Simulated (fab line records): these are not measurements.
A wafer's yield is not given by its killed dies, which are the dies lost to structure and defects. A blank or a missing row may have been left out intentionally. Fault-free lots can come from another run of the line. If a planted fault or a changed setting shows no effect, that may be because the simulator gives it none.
Matching of chambers	flow n5 finfet	N5_HKMG_FIN_ALD_71 on ald metal-03 has 4 sister chambers
The step deposits TiN, target thk 1 nm, pulse time 1 s, purge time 3 s. 16 wafers are shown with their chamber, then 8 later ones without.

## WAFERS WITH THEIR CHAMBER
wafer	chamber	heater power w (W)	precursor pulse height rel
L075.3	2	827	0.976
L075.4	0	868	1.027
L075.6	2	815	0.998
L078.1	2	848	0.992
L078.5	1	846	1.010
L078.6	0	851	0.989
L079.3	3	957	1.010
L079.5	0	836	0.996
L079.6	3	944	1.022
L085.1	3	957	1.012
L085.3	0	863	0.992
L085.4	1	853	1.017
L087.1	1	852	1.020
L087.4	3	960	0.977
L087.5	0	859	1.007
L093.1	3	964	0.993

SIGNATURES, as means of the wafers listed above
reading	chamber 0	chamber 1	chamber 2	chamber 3	scatter within a chamber
heater power w	855.40	850.33	830.00	956.40	10.9
precursor pulse height rel	1.00220	1.01567	0.98867	1.00280	0.0145
Rule: a wafer lies at a distance from a chamber equal to the root of the sum of squares, over the readings, of (its reading less the chamber's mean, divided by the reading's scatter). The wafer belongs to the nearest chamber; if the next one is less than 2 further off, it can't be placed. How the scatter is found: for the shown wafers, subtract from each reading the mean of its chamber, square and add these, divide the total by (wafers less chambers), then take the root.

## WAFERS WITH NO CHAMBER GIVEN
wafer	heater power w (W)	precursor pulse height rel
L093.2	879	1.007
L093.6	966	0.999
L095.1	843	1.005
L095.3	861	0.965
L095.4	847	1.011
L096.3	833	0.988
L096.4	862	1.014
L096.6	966	0.954

## WHICH CHAMBER EACH WENT THROUGH
wafer	from the rows above	in truth
L093.2	can't be placed: 0 or 1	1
L093.6	3	3
L095.1	can't be placed: 1 or 0 or 2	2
L095.3	can't be placed: 0 or 2 or 1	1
L095.4	can't be placed: 1 or 0 or 2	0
L096.3	can't be placed: 2 or 0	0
L096.4	can't be placed: 0 or 1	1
L096.6	3	3
2 of 8 placed correctly. Not placeable from these rows: 6 (in 6, the candidates include the true chamber). Placed wrongly: 0.
